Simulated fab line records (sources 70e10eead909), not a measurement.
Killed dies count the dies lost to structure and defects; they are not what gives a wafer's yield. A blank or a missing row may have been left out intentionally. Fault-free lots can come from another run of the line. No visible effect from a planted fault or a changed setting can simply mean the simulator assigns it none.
fab line records | flow nandHarc
record lots=13 | wafers=39 | lastDay=24
route steps=1159 shown A_M1@1047 A_BONDPAD@1089 THIN_TSV@1124 END@1159
lots that met no fault: taken from a fault-free run of the same line
startH: start of the lot's first displayed wafer, in hours after the record's first day | waitH: time in hours since the lot's previous step | " unchanged from the row above | L1.1+2: a single row standing in for several wafers | - value missing, or start not given | * or withheld: withheld | < > ~ a bound
route shown NAME@n: names a module that has steps shown in the file, with the first one's number in the route | usual: the fault-free wafers' mean and standard deviation | same: alike in all rows | chamber/n: place in a boat | sites: the reading at each site | _std_site: the values' standard deviation | _edge_site: mean of outer sites minus mean of inner sites | radiusMm: for every site, how far away it sits from the centre of the wafer | mask NAME#n: copy n | behind: the most recent tool/chamber to have shaped the wafer | hold: what put the lot on hold/how long, in hours/how the hold closed | device: the n, p or np transistor that did not switch | end of line: tests run on the same wafers once the route is complete | step lacking rows: just its recipe | killed: dies that structure and defects cost at the first sort, which is not the same as the wafer's yield | map: a wafer's dies, marking killed ones x, the rest . and places with no die _
set.NAME: the setting as run; set.NAME@STEP: as run at that earlier step | model.NAME: the simulator's own value behind a step, which no gauge read
one table for each step of the route and one row for each wafer, over a sample of lots
services: when a tool's chamber went out of use (startH, in hours from the record's first day, below 0 if earlier), for how many hours, and the reason
## steps
# step NHARC_A_M1_PRE_CLEAN_30
# recipe timeS=30 | tempC=280 | gas=H2/He
# usual heaterPowerW=417/60 | susceptorTempC=279.99/0.18
lot.wafer | tool          | chamber | startH | waitH | heaterPowerW | susceptorTempC
L793.4    | pvdSputter-02 | -       | 411.83 | -     | 438          | 280.04
L793.5    | "             | -       | "      | "     | 376          | 279.96
L793.6    | "             | -       | "      | "     | 517          | 279.88
L797.2    | pvdSputter-02 | -       | 413.81 | -     | 522          | -
L797.5    | "             | -       | "      | "     | 381          | -
L797.6    | "             | -       | "      | "     | 372          | -
L794.3    | pvdSputter-01 | -       | 414.06 | -     | 432          | 279.98
L794.6    | "             | -       | "      | "     | 494          | 280.00
L794.5    | "             | -       | "      | "     | 437          | 279.66
L795.1    | pvdSputter-02 | -       | 417.19 | -     | 385          | 279.95
L795.4    | "             | -       | "      | "     | 427          | 280.05
L795.6    | "             | -       | "      | "     | 391          | 279.69
L796.1    | pvdSputter-03 | -       | 433.43 | -     | 405          | 279.86
L796.3    | "             | -       | "      | "     | 499          | 280.08
L796.5    | "             | -       | "      | "     | 475          | 279.90
L798.1    | pvdSputter-03 | -       | 434.49 | -     | 481          | -
L798.2    | "             | -       | "      | "     | 346          | -
L798.6    | "             | -       | "      | "     | 406          | -
L800.3    | pvdSputter-02 | -       | 439.03 | -     | 505          | 279.81
L800.4    | "             | -       | "      | "     | 422          | 280.01
L800.6    | "             | -       | "      | "     | 518          | 279.99
L805.1    | pvdSputter-02 | -       | 504.36 | -     | 449          | 279.79
L805.2    | "             | -       | "      | "     | 396          | 279.82
L805.3    | "             | -       | "      | "     | 387          | 279.97
L809.2    | pvdSputter-01 | -       | 510.62 | -     | 362          | 279.91
L809.4    | "             | -       | "      | "     | 430          | 280.00
L809.5    | "             | -       | "      | "     | 321          | 279.91
L812.2    | pvdSputter-01 | -       | 513.32 | -     | 315          | 280.01
L812.3    | "             | -       | "      | "     | 500          | 280.14
L812.1    | "             | -       | "      | "     | 416          | 280.23
L811.2    | pvdSputter-01 | -       | 530.25 | -     | 309          | 279.62
L811.3    | "             | -       | "      | "     | 475          | 279.84
L811.6    | "             | -       | "      | "     | 318          | 279.90
L813.4    | pvdSputter-03 | -       | 533.35 | -     | 344          | 279.88
L813.1    | "             | -       | "      | "     | 475          | 280.13
L813.6    | "             | -       | "      | "     | 359          | 279.83
L815.2    | pvdSputter-03 | -       | 538.85 | -     | 360          | 279.88
L815.3    | "             | -       | "      | "     | 365          | 280.14
L815.5    | "             | -       | "      | "     | 348          | 279.98
# step NHARC_A_BONDPAD_THK_MEAS_20
# recipe thkMeasGauge=xrf
# usual thkNm=169.8/1.4
lot.wafer | tool         | chamber | startH | waitH | thkNm
L793.4    | filmMetro-02 | -       | 418.44 | -     | 169.8
L793.5    | "            | -       | "      | "     | 171.3
L793.6    | "            | -       | "      | "     | 170.1
L797.2    | filmMetro-02 | -       | 419.74 | -     | 171.6
L797.5    | "            | -       | "      | "     | 171.4
L797.6    | "            | -       | "      | "     | 172.3
L794.3    | filmMetro-01 | -       | 420.30 | -     | 168.6
L794.5    | "            | -       | "      | "     | 169.8
L794.6    | "            | -       | "      | "     | 168.3
L795.1    | filmMetro-01 | -       | 423.75 | -     | 169.7
L795.4    | "            | -       | "      | "     | 170.0
L795.6    | "            | -       | "      | "     | 170.8
L796.1    | filmMetro-02 | -       | 439.33 | -     | 170.3
L796.3    | "            | -       | "      | "     | 168.5
L796.5    | "            | -       | "      | "     | 170.1
L798.1    | filmMetro-02 | -       | 440.84 | -     | 170.5
L798.2    | "            | -       | "      | "     | 169.0
L798.6    | "            | -       | "      | "     | 170.5
L800.3    | filmMetro-02 | -       | 445.20 | -     | 168.3
L800.4    | "            | -       | "      | "     | 170.1
L800.6    | "            | -       | "      | "     | 169.3
L805.1    | filmMetro-02 | -       | 510.38 | -     | 168.0
L805.2    | "            | -       | "      | "     | 169.1
L805.3    | "            | -       | "      | "     | 169.6
L809.2    | filmMetro-02 | -       | 516.54 | -     | 169.6
L809.4    | "            | -       | "      | "     | 167.5
L809.5    | "            | -       | "      | "     | 169.2
L812.1    | filmMetro-01 | -       | 519.41 | -     | 167.9
L812.2    | "            | -       | "      | "     | 168.9
L812.3    | "            | -       | "      | "     | 167.5
L811.2    | filmMetro-02 | -       | 536.80 | -     | 166.6
L811.3    | "            | -       | "      | "     | 170.2
L811.6    | "            | -       | "      | "     | 169.8
L813.1    | filmMetro-01 | -       | 539.35 | -     | 171.1
L813.4    | "            | -       | "      | "     | 169.9
L813.6    | "            | -       | "      | "     | 173.0
L815.2    | filmMetro-02 | -       | 544.90 | -     | 170.5
L815.3    | "            | -       | "      | "     | 169.4
L815.5    | "            | -       | "      | "     | 169.1
# step NHARC_THIN_TSV_DEP_47
# recipe targetThkA=2000 | tempC=withheld | pressureTorr=6.5 | rfW=900 | teosFlowSccm=161.4 | flowSccm=2650 | targetThkNm=200 | gas=O2 | material=SiO2
# usual showerheadVppV=1829/100 | throttleValvePct=15.9/0.41
lot.wafer | tool     | chamber | startH | waitH | showerheadVppV | throttleValvePct
L797.2    | pecvd-02 | 0       | 435.53 | -     | 1862           | 16.3
L797.6    | "        | 0       | "      | "     | 1856           | 16.5
L797.5    | "        | 2       | "      | "     | 1885           | 15.8
L793.6    | pecvd-01 | 0       | 436.78 | -     | 1686           | 16.4
L793.4    | "        | 1       | "      | "     | 2017           | 16.6
L793.5    | "        | 2       | "      | "     | 1811           | 15.2
L794.3    | pecvd-03 | 2       | 439.22 | -     | 1668           | 15.1
L794.6    | "        | 0       | "      | "     | 1834           | 15.8
L794.5    | "        | 1       | "      | "     | 1867           | 15.9
L795.1    | pecvd-02 | 0       | 440.38 | -     | 1851           | 16.4
L795.6    | "        | 2       | "      | "     | 1899           | 16.1
L795.4    | "        | 0       | "      | "     | 1856           | 16.4
L798.1    | pecvd-03 | 0       | 455.49 | -     | 1816           | 15.8
L798.2    | "        | 2       | "      | "     | 1660           | 15.4
L798.6    | "        | 1       | "      | "     | 1869           | 16.1
L796.3    | pecvd-03 | 1       | 456.65 | -     | 1872           | 15.9
L796.1    | "        | 2       | "      | "     | 1664           | 15.0
L796.5    | "        | 2       | "      | "     | 1682           | 15.4
L800.3    | pecvd-03 | 0       | 461.99 | -     | 1858           | 15.9
L800.4    | "        | 1       | "      | "     | 1868           | 16.0
L800.6    | "        | 2       | "      | "     | 1684           | 15.2
L805.1    | pecvd-02 | 1       | 528.64 | -     | 1912           | 15.5
L805.2    | "        | 2       | "      | "     | 1878           | 16.0
L805.3    | "        | 0       | "      | "     | 1860           | 16.2
L809.2    | pecvd-03 | 2       | 531.66 | -     | 1673           | 15.6
L809.5    | "        | 2       | "      | "     | 1682           | 15.3
L809.4    | "        | 0       | "      | "     | 1833           | 15.8
L812.2    | pecvd-03 | 2       | 532.69 | -     | 1652           | 16.0
L812.1    | "        | 0       | "      | "     | 1834           | 15.6
L812.3    | "        | 1       | "      | "     | 1908           | 15.8
L811.3    | pecvd-03 | 2       | 551.49 | -     | 1662           | 15.8
L811.2    | "        | 0       | "      | "     | 1852           | 15.7
L811.6    | "        | 2       | "      | "     | 1645           | 15.6
L813.1    | pecvd-03 | 1       | 553.90 | -     | 1900           | 15.8
L813.6    | "        | 2       | "      | "     | 1653           | 15.5
L813.4    | "        | 0       | "      | "     | 1838           | 16.0
L815.3    | pecvd-01 | 1       | 560.69 | -     | 1980           | 16.6
L815.2    | "        | 0       | "      | "     | 1661           | 16.7
L815.5    | "        | 2       | "      | "     | 1816           | 15.6
# step NHARC_END_SORT_01
# recipe tempC=25
# usual defectLimitedYield=95.7/1.5 | killedAtArray=25/9.8 | killedAtOther=0.8/1.1 | killedAtPeriphery=3.3/2.1 | killedDies=29/10 | killedOpen=3.3/1.8 | killedShort=1.9/1.4 | sort_bin_2_pct=1.3/0.6 | sort_bin_3_pct=0.25/0.23 | sort_bin_4_pct=2.8/0.97 | sortNPass=648/10 | sortRimYieldPct=95/3.2 | sortYieldPct=95.7/1.5
# same grossDies=677 | sort_bin_5_pct[%]=0 | sort_bin_6_pct[%]=0 | sort_bin_7_pct[%]=0 | sort_bin_8_pct[%]=0 | sortRimNGross=106.00
lot.wafer | tool      | chamber | startH | waitH | defectLimitedYield[%] | killedAtArray | killedAtOther | killedAtPeriphery | killedDies | killedOpen | killedShort | sort_bin_2_pct[%] | sort_bin_3_pct[%] | sort_bin_4_pct[%] | sortNPass | sortRimYieldPct[%] | sortYieldPct[%]
L796.1    | prober-02 | 0       | 480.29 | 2.5   | 97.8                  | 11            | 0             | 4                 | 15         | 3          | 5           | 0.6               | 0                 | 1.6               | 662       | 97                 | 97.8
L796.3    | prober-02 | 0       | 481.91 | 3.1   | 97.9                  | 12            | 0             | 2                 | 14         | 2          | 1           | 0.6               | 0                 | 1.5               | 663       | 99                 | 97.9
L796.5    | prober-02 | 0       | 483.53 | 3.7   | 97.6                  | 13            | 0             | 3                 | 16         | 6          | 1           | 0.6               | 0                 | 1.8               | 661       | 98                 | 97.6
L800.4    | prober-01 | 0       | 485.93 | 3.4   | 97.3                  | 15            | 0             | 3                 | 18         | 3          | 0           | 1.2               | 0.15              | 1.3               | 659       | 99                 | 97.3
L800.6    | prober-01 | 0       | 487.52 | 4.0   | 97.5                  | 15            | 1             | 1                 | 17         | 3          | 4           | 0.9               | 0.15              | 1.5               | 660       | 98                 | 97.5
L805.1    | prober-01 | 0       | 548.20 | 2.5   | 97.0                  | 14            | 1             | 5                 | 20         | 6          | 2           | 0.4               | 0.15              | 2.4               | 657       | 99                 | 97.0
L805.2    | prober-01 | 0       | 549.00 | 2.8   | 97.3                  | 14            | 0             | 4                 | 18         | 5          | 3           | 0.7               | 0.30              | 1.6               | 659       | 96                 | 97.3
L805.3    | prober-01 | 0       | 549.80 | 3.1   | 83.2                  | 112           | 0             | 2                 | 114        | 3          | 2           | 6.6               | 5.02              | 5.2               | 563       | 99                 | 83.2
# killed by level:class
L796.1 A_CHANNEL_HOLE_D1:chamberFilmFlake=4 P_ZERO_WELL:chamberFilmFlake=2 P_GATE:geometricParticle:short=1 P_CONTACT:geometricParticle:open=1 A_ONON_D1:geometricParticle:short=1 A_ONON_D1:geometricParticle:open=1 A_CHANNEL_FILL_D1:geometricParticle:short=1 A_WL_FILL:geometricParticle:short=1
L796.3 A_CHANNEL_HOLE_D1:chamberFilmFlake=3 A_CONTACT:chamberFilmFlake=3 A_STAIRCASE:chamberFilmFlake=2 P_CONTACT:geometricParticle:open=1 A_ONON_D1:geometricParticle:open=1 A_M0:geometricParticle:short=1 P_ZERO_WELL:chamberFilmFlake=1 A_SLIT:chamberFilmFlake=1
L796.5 A_CONTACT:geometricParticle:open=2 P_ZERO_WELL:chamberFilmFlake=2 A_CHANNEL_HOLE_D1:chamberFilmFlake=2 A_STAIRCASE:chamberFilmFlake=2 P_CONTACT:geometricParticle:open=1 A_ONON_D1:geometricParticle:short=1 A_SGD_CUT:geometricParticle:open=1 A_WL_FILL:geometricParticle:open=1
L800.4 A_CHANNEL_HOLE_D1:chamberFilmFlake=8 P_ZERO_WELL:chamberFilmFlake=3 A_STAIRCASE:chamberFilmFlake=2 A_ONON_D1:geometricParticle:open=1 A_CONTACT:geometricParticle:open=1 A_BLC:geometricParticle:open=1 A_WL_FILL:chamberFilmFlake=1 A_CONTACT:chamberFilmFlake=1
L800.6 A_CHANNEL_HOLE_D1:chamberFilmFlake=6 A_CONTACT:chamberFilmFlake=2 P_M1:geometricParticle:short=1 A_SOURCE_PLATE:geometricParticle:short=1 A_CHANNEL_FILL_D1:geometricParticle:open=1 A_WL_FILL:geometricParticle:open=1 A_WL_FILL:geometricParticle:short=1 A_M0:geometricParticle:short=1
L805.1 A_CHANNEL_HOLE_D1:chamberFilmFlake=6 P_CONTACT:geometricParticle:open=3 A_CONTACT:geometricParticle:open=3 A_STAIRCASE:chamberFilmFlake=2 A_SLIT:geometricParticle:short=1 A_M0:geometricParticle:short=1 P_STI:chamberFilmFlake=1 P_M0:chamberFilmFlake=1
L805.2 A_CHANNEL_HOLE_D1:chamberFilmFlake=4 A_CONTACT:chamberFilmFlake=4 P_CONTACT:geometricParticle:open=2 A_SGD_CUT:geometricParticle:open=1 P_CONTACT:geometricParticle:short=1 A_CHANNEL_FILL_D1:geometricParticle:short=1 A_CHANNEL_FILL_D1:geometricParticle:open=1 A_WL_FILL:geometricParticle:short=1
L805.3 A_M1:unspecified=101 A_CHANNEL_HOLE_D1:chamberFilmFlake=5 A_STAIRCASE:chamberFilmFlake=2 P_M1:geometricParticle:open=1 A_CHANNEL_FILL_D1:geometricParticle:open=1 A_SGD_CUT:geometricParticle:short=1 A_CONTACT:geometricParticle:short=1 A_BLC:geometricParticle:open=1
## services
tool          | chamber | startH | hours | kind
pvdSputter-02 | -       | 392.06 | 10.0  | pm
pecvd-01      | -       | 418.14 | 13.0  | pm
pvdSputter-01 | -       | 423.68 | 14.6  | repair
pecvd-01      | 1       | 440.65 | 8.3   | repair
pvdSputter-01 | -       | 452.56 | 1.1   | repair
pvdSputter-03 | -       | 456.19 | 2.4   | repair
pecvd-03      | -       | 473.00 | 13.0  | pm
pecvd-03      | 0       | 473.00 | 13.0  | ventCycle
pecvd-03      | 1       | 473.00 | 13.0  | ventCycle
pecvd-03      | 2       | 473.00 | 13.0  | ventCycle
pecvd-03      | 0       | 486.00 | -     | clean
pecvd-03      | 1       | 486.00 | -     | clean
pecvd-03      | 2       | 486.00 | -     | clean
pecvd-03      | 1       | 486.64 | -     | calibration
pvdSputter-03 | -       | 487.68 | 5.5   | repair
pecvd-01      | 0       | 508.29 | 8.7   | repair
pecvd-02      | -       | 515.37 | 13.0  | pm
pecvd-02      | 0       | 515.37 | 13.0  | ventCycle
pecvd-02      | 1       | 515.37 | 13.0  | ventCycle
pecvd-02      | 2       | 515.37 | 13.0  | ventCycle
pvdSputter-01 | -       | 518.03 | 10.0  | pm
pecvd-02      | 0       | 528.37 | -     | clean
pecvd-02      | 1       | 528.37 | -     | clean
pecvd-02      | 2       | 528.37 | -     | clean
## key
firstSign step=NHARC_END_SORT_01 | reading=killedAtArray | direction=up | sigmas=8.9 | usual=25 | struck=112
effect step=NHARC_END_SORT_01 | reading=defectLimitedYield | direction=down | sigmas=8.2 | usual=95.7 | struck=83.2
moreKillsBornAt NHARC_A_M1_PRE_CLEAN_30@pvdSputter-02=101
metAt NHARC_A_M1_PRE_CLEAN_30
struckLots L805
struckWafers L805.3
notActingAt NHARC_A_BONDPAD_THK_MEAS_20,NHARC_THIN_TSV_DEP_47
onsetBetween 417.19 504.36
fault kind=chamberParticleSource | tool=pvdSputter-02 | chamber=- | onsetH=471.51 | steps=NHARC_A_M1_PRE_CLEAN_30 | ratePerVisitCm2=1.7138 | endH=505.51 | scope=struckWafersOnly
